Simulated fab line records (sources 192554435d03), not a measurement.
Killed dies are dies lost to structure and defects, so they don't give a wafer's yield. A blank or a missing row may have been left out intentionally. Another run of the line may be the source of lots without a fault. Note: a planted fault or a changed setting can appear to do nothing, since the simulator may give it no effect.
Matching of chambers	flow n5 finfet	cvd co-01 running N5_BEOL_M5_PRE_CLEAN_77: 3 sister chambers
The step time 15 s. 3 wafers are shown with their chamber, then 12 later ones without.

## WAFERS, EACH WITH ITS CHAMBER
wafer	chamber	heater power w (W)
L089.1	1	73
L089.2	0	79
L089.3	2	77

## WAFERS WITHOUT THEIR CHAMBER
wafer	heater power w (W)
L089.4	80
L089.5	75
L089.6	73
L093.1	80
L093.2	74
L093.3	75
L091.2	74
L091.3	81
L091.5	74
L097.2	71
L097.4	76
L097.6	74

## EACH ONE'S CHAMBER
wafer	from the rows above	in truth
L089.4	can't be placed: 0 or 2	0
L089.5	can't be placed: 1 or 2 or 0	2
L089.6	1	1
L093.1	can't be placed: 0 or 2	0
L093.2	can't be placed: 1 or 2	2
L093.3	can't be placed: 1 or 2 or 0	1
L091.2	can't be placed: 1 or 2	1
L091.3	can't be placed: 0 or 2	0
L091.5	can't be placed: 1 or 2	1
L097.2	1	1
L097.4	can't be placed: 2 or 0 or 1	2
L097.6	can't be placed: 1 or 2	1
Correctly placed: 2 of 12. Not placeable from these rows: 10 (in 10, the candidates include the true chamber). Placed wrongly: 0.
How it was worked out, from the rows above alone: a wafer's distance from a chamber is the root of the sum, over the readings, of the square of ((its reading less the chamber's mean) divided by the reading's scatter). If the next closest chamber is less than 2 further off than the closest, the wafer can't be placed; otherwise it belongs to the closest. A chamber's mean is the mean of its shown wafers. The scatter: root of mean squared gap, hidden wafer to nearest shown wafer, with one shown wafer a chamber.
